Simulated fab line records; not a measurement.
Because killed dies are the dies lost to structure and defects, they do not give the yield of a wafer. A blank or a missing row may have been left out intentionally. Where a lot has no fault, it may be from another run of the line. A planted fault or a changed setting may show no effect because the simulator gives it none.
Matching of chambers | flow nand_harc | NHARC_A_STAIRCASE_ALD_415 on ald_hk-02 has 4 sister chambers
The step deposits SiO2, target thk 30 nm, pulse time 6 s, ald cycles 300. 4 wafers are shown with their chamber, then 10 later ones without.

## EACH WAFER AND ITS CHAMBER
wafer  | chamber | heater_power_w (W)
L085.2 | 0       | 472
L088.1 | 2       | 446
L090.1 | 1       | 468
L090.3 | 3       | 466

## WAFERS WHOSE CHAMBER IS MISSING
wafer  | heater_power_w (W)
L090.5 | 484
L093.1 | 464
L093.5 | 423
L093.6 | 470
L092.1 | 464
L092.2 | 468
L092.4 | 433
L096.3 | 445
L096.4 | 463
L096.6 | 459

## THE CHAMBER EACH PASSED THROUGH
wafer  | from the rows above               | in truth
L090.5 | can't be placed: 0 or 1 or 3      | 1
L093.1 | can't be placed: 3 or 1 or 0 or 2 | 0
L093.5 | 2                                 | 2
L093.6 | can't be placed: 0 or 1 or 3      | 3
L092.1 | can't be placed: 3 or 1 or 0 or 2 | 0
L092.2 | can't be placed: 1 or 3 or 0      | 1
L092.4 | 2                                 | 2
L096.3 | 2                                 | 2
L096.4 | can't be placed: 3 or 1 or 0 or 2 | 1
L096.6 | can't be placed: 3 or 1 or 0 or 2 | 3
Placed correctly: 3 of 10. Cannot be placed on the basis of these rows: 7; the candidates contain the true chamber in 7. Placed wrongly: 0.
How it was worked out, from the rows above alone: a wafer's distance from a chamber is the root of the sum, over the readings, of the square of ((its reading less the chamber's mean) divided by the reading's scatter). If the next closest chamber is less than 2 further off than the closest, the wafer can't be placed; otherwise it belongs to the closest. Each chamber's mean is taken over the wafers shown for it. The scatter (one wafer shown for each chamber): square how far every hidden wafer sits from the nearest shown wafer, average those squares and take the square root.
